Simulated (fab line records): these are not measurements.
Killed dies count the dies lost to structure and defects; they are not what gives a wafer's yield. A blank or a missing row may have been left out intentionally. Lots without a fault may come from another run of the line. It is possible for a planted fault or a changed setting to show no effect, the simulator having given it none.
fab line records | flow n5_finfet
record: lots: 9 wafers: 24 last_day: 18
route steps=1938 shown FIN_SAQP@144 FIN_CUT@155 BEOL_M4@1111 PASSIVATION@1936
lots that met no fault: taken from a fault-free run of the same line
start_h: the number of hours between the record's first day and the start of the first shown wafer of the lot | wait_h: time in hours since the lot's previous step | " the same as in the row above | L1.1+2: a single row standing in for several wafers | - value missing, or start not given | * or withheld: withheld | < > ~ a bound
route shown NAME@n: names a module that has steps shown in the file, with the first one's number in the route | usual: mean and standard deviation over wafers with no fault | same: alike in all rows | chamber/n: place in a boat | sites: readings site by site | _std_site: the standard deviation of these | _edge_site: outer sites' mean less inner sites' | radius_mm: for every site, how far away it sits from the centre of the wafer | mask NAME#n: copy n | behind: tool/chamber where the wafer was last shaped | hold: why the lot went on hold/how many hours it stayed there/how the hold came to an end | device: the transistor (n, p or np) that didn't switch | end of line: tests run on the same wafers once the route is complete | a step given without rows: its recipe and nothing more | killed: dies that structure and defects cost at the first sort, which is not the same as the wafer's yield | map: dies across one wafer; x = killed, . = not, _ = none there
set.NAME: the setting that was run; set.NAME@STEP: the one run at that earlier step | model.NAME: the simulator's own value behind a step, which no gauge read
one table for each step of the route and one row for each wafer, over a sample of lots
services: when a tool's chamber went out of use (start_h, in hours from the record's first day, below 0 if earlier), for how many hours, and the reason
== steps ==
step: N5_FIN_SAQP_STRIP_77
recipe: chemistry: N2/H2 time_s: 90 power_w: 100 temp_c: 40 pressure_mtorr: 100 rf_frequency_hz: 6e+07 bias_power_w: 3 n2_flow_sccm: 300 h2_flow_sccm: 300
usual: drypump_motor_current_A: 5.6/0.47 n2_flow_sccm: 300.1/0.83 oes_product_au: 0.77/0.064 rf_vpp_V: 45.4/0.82 showerhead_plenum_p_Torr: 3.41/0.097 throttle_valve_pct: 12.14/0.19
same: time_s: 90
columns lot.wafer tool chamber start_h wait_h drypump_motor_current_A n2_flow_sccm oes_product_au rf_hours_counter_h rf_vpp_V showerhead_plenum_p_Torr throttle_valve_pct
L345.2 rie_diel-04 2 26.55 0.0 6.1 301.1 0.74 183 44.5 3.36 12.07
L345.3 " 0 " " 6.1 300.2 0.80 113 46.4 3.39 12.31
L345.4 " 1 " " 6.0 300.1 0.67 245 45.6 3.47 12.68
L346.2 rie_diel-01 3 33.56 0.0 6.2 299.9 0.68 247 44.3 3.18 12.40
L346.4 " 2 " " 4.8 298.9 0.77 125 45.6 3.27 12.24
L346.5 " 3 " " 6.2 300.0 0.67 - 45.2 3.18 12.41
L347.1 rie_diel-01 2 37.61 0.0 4.8 300.1 0.76 126 44.8 3.27 12.26
L347.3 " 0 " " 5.8 300.7 0.81 111 46.9 3.39 12.02
L347.4 " 1 " " 5.1 300.5 0.72 183 45.9 3.51 12.18
L353.1 rie_diel-03 2 75.26 0.0 5.2 300.9 0.80 132 46.0 3.37 11.97
L353.2 " 0 " " 5.3 300.0 0.84 69 44.9 3.54 11.82
L353.6 " 1 " " 5.4 299.0 0.79 - 44.7 3.41 11.97
L355.1 rie_diel-01 1 86.40 0.0 5.1 299.2 0.72 202 45.7 3.50 12.25
L355.3 " 2 " " 4.8 300.5 0.75 146 46.3 3.26 12.29
L356.3 rie_diel-01 3 94.59 0.0 6.2 300.1 0.90 12 45.8 3.57 11.80
L356.6 " 3 " " 6.2 299.1 0.90 - 45.2 3.57 11.80
L357.1 rie_diel-01 2 102.76 0.0 4.8 300.1 0.75 151 44.9 3.26 12.31
L357.3 " 1 " " 5.1 301.0 0.71 208 45.4 3.49 12.27
L364.2 rie_diel-03 1 139.40 0.0 5.4 299.5 0.77 126 45.1 3.40 12.02
L364.4 " 3 " " 5.9 301.3 0.68 237 46.1 3.47 12.40
L364.6 " 2 " " 5.2 300.0 0.78 - 44.7 3.36 12.03
L368.1 rie_diel-03 3 164.20 0.0 5.9 299.9 0.66 245 44.6 3.46 12.40
L368.4 " 1 " " 5.4 298.9 0.76 135 46.1 3.40 12.05
L368.5 " 2 " " 5.2 299.0 0.78 - 45.7 3.35 12.04
step: N5_FIN_CUT_COAT_19
recipe: resist: SiARC temp_c: 220 time_s: 60 spin_rpm: 1500 resist_thk_nm: 20
usual: heater_power_total_W: 427.4/2.2 run_length_s: 66.32/0.13
columns lot.wafer tool chamber start_h wait_h heater_power_total_W run_length_s
L345.2 litho_track-03 0 27.03 - 429.0 66.14
L345.3 " 0 " " 429.6 66.10
L345.4 " 0 " " 430.4 66.12
L346.2 litho_track-04 0 34.04 - 424.2 66.40
L346.4 " 0 " " 428.9 66.26
L346.5 " 0 " " 426.0 66.16
L347.1 litho_track-04 0 38.08 - 427.0 66.41
L347.3 " 0 " " 427.7 66.20
L347.4 " 0 " " 427.4 66.33
L353.1 litho_track-03 0 75.74 - 428.6 66.22
L353.2 " 0 " " 428.8 66.29
L353.6 " 0 " " 425.7 66.09
L355.1 litho_track-04 0 86.88 - 482.6 54.90
L355.3 " 0 " " 428.2 66.50
L356.3 litho_track-04 0 95.07 - 430.3 66.36
L356.6 " 0 " " 486.8 55.04
L357.1 litho_track-04 0 103.25 - 487.6 55.18
L357.3 " 0 " " 427.1 66.29
L364.2 litho_track-03 0 139.88 - 424.7 66.40
L364.4 " 0 " " 425.2 66.53
L364.6 " 0 " " 424.2 66.29
L368.1 litho_track-03 0 164.68 - 429.3 66.12
L368.4 " 0 " " 426.4 66.12
L368.5 " 0 " " 426.7 66.18
step: N5_FIN_CUT_DESCUM_13
recipe: chemistry: O2 time_s: 7 source_power_w: 50 bias_power_w: 20 pressure_mtorr: 20 rf_frequency_hz: 2.712e+07 temp_c: 40 resist: CAR-EUV o2_flow_sccm: 225
usual: drypump_motor_current_A: 5.7/0.56 o2_flow_sccm: 225.0/0.74 oes_product_au: 0.77/0.075 rf_vpp_V: 243.6/1.6 showerhead_plenum_p_Torr: 2.11/0.091 throttle_valve_pct: 20.42/0.26
same: time_s: 7
columns lot.wafer tool chamber start_h wait_h drypump_motor_current_A o2_flow_sccm oes_product_au rf_hours_counter_h rf_vpp_V showerhead_plenum_p_Torr throttle_valve_pct
L345.2 rie_diel-06 1 27.80 0.3 6.6 224.1 0.68 253 242.8 1.96 20.27
L345.3 " 3 " " 6.5 225.5 0.78 108 245.0 2.19 20.19
L345.4 " 2 " " 5.9 224.2 0.70 194 244.4 2.07 20.62
L346.2 rie_diel-06 3 34.44 0.0 6.5 224.6 0.78 110 246.6 2.19 20.19
L346.4 " 0 " " 5.1 225.2 0.78 - 242.4 2.00 20.31
L346.5 " 2 " " 5.9 224.8 0.70 - 242.6 2.07 20.61
L347.1 rie_diel-06 3 38.60 0.0 6.5 224.0 0.78 112 244.3 2.19 20.19
L347.3 " 2 " " 5.9 226.0 0.69 198 241.8 2.07 20.62
L347.4 " 2 " " 5.9 226.0 0.70 - 242.1 2.07 20.62
L353.1 rie_diel-05 2 76.13 0.0 5.0 224.5 0.73 157 245.2 2.16 20.70
L353.2 " 3 " " 5.6 225.3 0.76 132 244.6 2.19 20.18
L353.6 " 3 " " 5.6 225.9 0.77 - 243.6 2.19 20.22
L355.1 rie_diel-02 0 87.39 0.0 5.2 224.5 0.77 121 245.3 2.20 20.80
L355.3 " 1 " " 5.6 224.7 0.70 225 243.8 1.98 20.88
L356.3 rie_diel-05 1 95.46 0.0 5.7 225.1 0.91 20 244.6 2.15 20.46
L356.6 " 2 " " 5.0 226.4 0.74 - 245.8 2.16 20.72
L357.1 rie_diel-02 0 103.88 0.3 5.2 225.0 0.77 125 243.2 2.20 20.78
L357.3 " 1 " " 5.7 224.8 0.70 231 241.2 1.98 20.90
L364.2 rie_diel-06 1 140.44 0.0 6.6 224.0 0.88 25 243.8 2.21 19.95
L364.4 " 2 " " 5.9 225.5 0.67 231 243.1 2.06 20.65
L364.6 " 1 " " 6.6 225.7 0.89 - 245.8 2.21 19.96
L368.1 rie_diel-02 2 165.07 0.0 5.0 224.1 1.00 1 245.8 2.22 19.95
L368.4 " 1 " " 5.6 226.4 0.69 248 241.3 1.97 20.93
L368.5 " 0 " " 5.2 224.4 0.75 - 244.4 2.19 20.85
step: N5_FIN_CUT_ETCH_20
recipe: chemistry: CF4 target: SiARC target_depth_a: 260 mask_material: CAR-EUV time_s: 43.3 ion_energy_ev: 80 pressure_mtorr: 40 source_w: 545 bias_w: 36 Ar_flow_sccm: 100 cf4_flow_sccm: 100 ends: cleared
usual: cf4_flow_sccm: 100.0/0.32 drypump_motor_current_A: 5.7/0.56 etch_rf_on_time_s: 43.5/0.84 oes_product_au: 0.65/0.06 rf_vpp_V: 184.2/1.3 showerhead_plenum_p_Torr: 2.16/0.087 throttle_valve_pct: 15.66/0.26
columns lot.wafer tool chamber start_h wait_h cf4_flow_sccm drypump_motor_current_A etch_rf_on_time_s oes_product_au rf_hours_counter_h rf_vpp_V showerhead_plenum_p_Torr throttle_valve_pct
L345.2 rie_diel-06 1 27.85 0.0 99.7 6.6 44.5 0.58 253 182.5 2.02 15.66
L345.3 " 3 " " 100.1 6.5 44.3 0.66 108 184.8 2.24 15.39
L345.4 " 2 " " 100.1 5.9 42.7 0.61 194 184.7 2.13 15.88
L346.2 rie_diel-06 3 34.50 0.0 99.7 6.5 45.3 0.66 110 184.6 2.24 15.41
L346.4 " 0 " " 99.7 5.1 43.1 0.67 - 181.8 2.06 15.52
L346.5 " 2 " " 100.1 5.9 43.0 0.61 - 184.1 2.13 15.88
L347.1 rie_diel-06 3 38.65 0.0 99.8 6.5 44.8 0.66 112 186.8 2.24 15.39
L347.3 " 2 " " 100.5 5.9 42.9 0.60 198 183.9 2.13 15.93
L347.4 " 2 " " 100.0 5.9 43.2 0.59 - 183.2 2.13 15.90
L353.1 rie_diel-05 2 76.18 0.0 100.2 5.0 43.2 0.63 157 185.7 2.22 15.91
L353.2 " 3 " " 100.1 5.6 43.3 0.65 132 184.9 2.24 15.39
L353.6 " 3 " " 100.5 5.6 43.9 0.65 - 185.4 2.24 15.38
L355.1 rie_diel-02 0 87.45 0.0 100.3 5.2 44.1 0.65 121 185.3 2.23 15.91
L355.3 " 1 " " 99.6 5.6 43.6 0.61 225 181.7 2.02 16.02
L356.3 rie_diel-05 1 95.51 0.0 100.3 5.7 44.2 0.77 20 184.1 2.18 15.49
L356.6 " 2 " " 100.1 5.0 44.0 0.63 - 184.8 2.21 15.91
L357.1 rie_diel-02 0 103.93 0.0 100.0 5.2 43.9 0.66 125 185.1 2.23 15.92
L357.3 " 1 " " 100.3 5.7 43.4 0.60 231 182.7 2.02 16.04
L364.2 rie_diel-06 1 140.49 0.0 99.6 6.6 43.3 0.77 25 184.6 2.27 15.23
L364.4 " 2 " " 99.9 5.9 42.7 0.58 231 183.2 2.12 15.97
L364.6 " 1 " " 99.6 6.6 43.6 0.76 - 183.3 2.27 15.24
L368.1 rie_diel-02 2 165.13 0.0 99.9 5.0 44.2 0.84 1 185.6 2.29 15.26
L368.4 " 1 " " 99.6 5.6 43.5 0.59 248 182.8 2.01 16.06
L368.5 " 0 " " 99.5 5.2 44.0 0.64 - 184.5 2.22 15.99
step: N5_BEOL_M4_RC_MEAS_101
usual: DIBL_N: 36.2/1.7 DIBL_P: 36.2/2.2 IOFF_N: 0.16/0.035 IOFF_P: 0.21/0.042 ION_N: 673/13 ION_P: 462/7.9 SS_N: 71.4/0.59 SS_P: 73.2/0.7 VT_N: 250/3.6 VT_P: -251/3.5
columns lot.wafer tool chamber start_h wait_h DIBL_N[mV/V] DIBL_P[mV/V] IOFF_N[nA/um] IOFF_P[nA/um] ION_N[uA/um] ION_P[uA/um] SS_N[mV/dec] SS_P[mV/dec] VT_N[mV] VT_P[mV]
L345.2 prober-01 0 158.81 0.2 39.5 39.9 0.20 0.24 672 458 72.9 74.6 248 -248
L345.3 " 0 " " 37.5 36.7 0.17 0.20 681 461 71.9 74.5 253 -251
L345.4 " 0 " " 34.2 33.5 0.11 0.15 642 443 71.0 72.4 256 -256
L346.2 prober-01 0 167.22 0.2 36.3 36.1 0.14 0.19 653 446 70.9 73.0 250 -252
L346.4 " 0 " " 38.7 40.1 0.21 0.25 688 461 72.5 74.0 243 -247
L346.5 " 0 " " 36.4 38.5 0.17 0.22 674 465 71.4 73.9 248 -251
L347.1 prober-01 0 173.48 0.0 33.7 35.2 0.14 0.21 667 469 70.5 72.9 252 -250
L347.3 " 0 " " 35.4 37.1 0.16 0.23 674 473 71.1 73.2 250 -248
L347.4 " 0 " " 35.9 37.6 0.18 0.23 682 473 71.9 74.0 248 -250
L353.1 prober-01 0 218.85 0.0 35.0 34.7 0.13 0.21 654 466 71.3 72.4 254 -251
L353.2 " 0 " " 37.7 37.1 0.17 0.25 668 464 71.3 73.0 250 -247
L353.6 " 0 " " 35.9 35.6 0.14 0.24 655 464 70.4 72.9 252 -247
L355.1 prober-01 0 237.61 0.0 36.3 36.0 0.15 0.20 673 459 71.0 73.7 253 -253
L355.3 " 0 " " 38.6 38.3 0.20 0.24 670 456 71.4 74.2 248 -251
L356.3 prober-01 0 240.44 0.3 35.7 35.6 0.14 0.21 661 459 70.5 73.2 249 -251
L356.6 " 0 " " 33.9 32.6 0.11 0.17 666 455 70.8 73.0 255 -253
L357.1 prober-02 0 244.11 0.0 36.4 36.5 0.14 0.18 672 457 70.7 73.1 250 -256
L357.3 " 0 " " 37.7 37.2 0.16 0.19 686 458 71.1 73.5 249 -253
L364.2 prober-01 0 287.95 0.2 35.2 34.0 0.13 0.18 668 460 71.4 72.7 250 -253
L364.4 " 0 " " 37.4 36.2 0.18 0.22 685 467 71.3 72.8 245 -251
L364.6 " 0 " " 36.4 34.2 0.15 0.19 661 455 70.8 73.1 249 -252
L368.1 prober-01 0 305.78 0.0 34.9 36.8 0.15 0.17 665 450 70.6 73.9 252 -257
L368.4 " 0 " " 35.1 35.5 0.14 0.16 672 451 71.4 73.2 252 -259
L368.5 " 0 " " 34.1 35.1 0.13 0.16 666 454 71.0 73.1 255 -258
step: N5_PASSIVATION_PROBE_49
usual: defect_limited_yield: 91.4/1.4 killed_at_M0_to_M3: 31/10 killed_at_M4_up: 14/5.6 killed_at_contacts: 13/6.3 killed_at_front_end: 39/10 killed_at_other: 4/3.1 killed_dies: 101/16 killed_open: 65/13 killed_short: 34/7.2 sort_bin_5_function: 5.1/0.88 sort_bin_6_memory: 3.2/0.66 sort_n_pass: 1079/16 sort_yield_pct: 91.4/1.4
same: gross_dies: 1180 killed_at_back_side: 0 sort_bin_4_leakage[%]: 0 sort_bin_8_speed[%]: 0
columns lot.wafer tool chamber start_h wait_h defect_limited_yield[%] killed_at_M0_to_M3 killed_at_M4_up killed_at_contacts killed_at_front_end killed_at_other killed_dies killed_open killed_short sort_bin_5_function[%] sort_bin_6_memory[%] sort_n_pass sort_yield_pct[%]
L345.2 prober-01 - 274.71 0.1 88.6 45 10 18 58 3 134 97 34 6.7 4.2 1046 88.6
L345.3 prober-01 - 274.76 0.1 90.1 32 15 11 57 2 117 75 40 6.1 3.4 1063 90.1
L345.4 prober-01 - 274.81 0.2 91.8 30 12 15 38 2 97 65 32 4.4 3.6 1083 91.8
L355.3 prober-01 - 345.06 0.1 93.0 21 17 8 36 1 83 64 19 4.3 2.6 1097 93.0
killed by level:class
L345.2 STI_FIN_REVEAL:geometric_particle:open=16 MOL_CONTACT_COAG:geometric_particle:open=15 FIN_SAQP:geometric_particle:open=14 BEOL_M0_SAQP:geometric_particle:open=10 BEOL_M3:geometric_particle:open=10 BEOL_M0_SAQP:geometric_particle:short=9 FIN_SAQP:geometric_particle:short=8 BEOL_M1:geometric_particle:open=4
L345.3 FIN_SAQP:geometric_particle:open=11 STI_FIN_REVEAL:geometric_particle:open=10 MOL_CONTACT_COAG:geometric_particle:open=10 FIN_SAQP:geometric_particle:short=9 BEOL_M0_SAQP:geometric_particle:open=7 ILD0:geometric_particle:short=6 BEOL_M0_SAQP:geometric_particle:short=6 BEOL_M2:geometric_particle:open=6
L345.4 MOL_CONTACT_COAG:geometric_particle:open=10 FIN_SAQP:geometric_particle:open=9 STI_FIN_REVEAL:geometric_particle:open=7 BEOL_M3:geometric_particle:open=6 BEOL_M1:geometric_particle:open=6 FIN_SAQP:geometric_particle:short=5 BEOL_M0_SAQP:geometric_particle:open=5 MOL_CONTACT_COAG:geometric_particle:short=5
L355.3 STI_FIN_REVEAL:geometric_particle:open=14 MOL_CONTACT_COAG:geometric_particle:open=8 BEOL_M2:geometric_particle:open=7 BEOL_M4:geometric_particle:open=7 FIN_SAQP:geometric_particle:open=4 FIN_SAQP:geometric_particle:short=4 BEOL_M0_SAQP:geometric_particle:open=4 STARTING-WAFER:geometric_particle:open=4
== services ==
columns tool chamber start_h hours kind
rie_diel-03 3 3.37 46.7 repair
rie_diel-01 - 10.29 2.8 pm
rie_diel-03 2 11.22 15.4 repair
rie_diel-06 1 31.18 3.3 repair
rie_diel-06 1 34.97 - clean
rie_diel-06 1 34.97 - consumable_replace:focus_ring
rie_diel-06 1 34.97 - consumable_replace:showerhead
rie_diel-06 1 34.97 19.9 scheduled_down
rie_diel-06 1 34.97 19.9 vent_cycle
rie_diel-02 - 46.50 0.5 repair
rie_diel-01 0 51.63 3.6 repair
rie_diel-05 1 72.84 5.6 repair
rie_diel-02 2 106.52 6.9 repair
rie_diel-01 0 112.49 8.4 repair
rie_diel-02 1 113.58 17.4 repair
rie_diel-05 1 115.02 3.4 repair
rie_diel-02 2 118.32 7.8 repair
rie_diel-02 2 131.09 - clean
rie_diel-02 2 131.09 - consumable_replace:focus_ring
rie_diel-02 3 144.57 4.2 repair
rie_diel-03 - 150.21 4.3 pm
rie_diel-02 - 154.97 0.8 repair
rie_diel-05 0 160.21 8.9 repair
rie_diel-04 1 161.52 5.3 repair
== key ==
first_sign: step: N5_FIN_CUT_COAT_19 reading: run_length_s direction: down sigmas: 85 usual: * struck: *
effect: step: N5_FIN_CUT_COAT_19 reading: heater_power_total_W direction: up sigmas: 27 usual: * struck: *
met_at N5_FIN_CUT_COAT_19
struck_lots L355,L356,L357
struck_wafers L355.1,L356.6,L357.1
not_acting_at N5_FIN_SAQP_STRIP_77,N5_FIN_CUT_DESCUM_13,N5_FIN_CUT_ETCH_20
onset_between 38.08 86.88
fault: kind: process_parameter_drift tool: litho_track-04 chamber: - onset_h: 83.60 steps: N5_FIN_CUT_COAT_19 channel: time_s offset: * shape: step end_h: 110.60 scope: struck_wafers_only acts_in: * stated: *
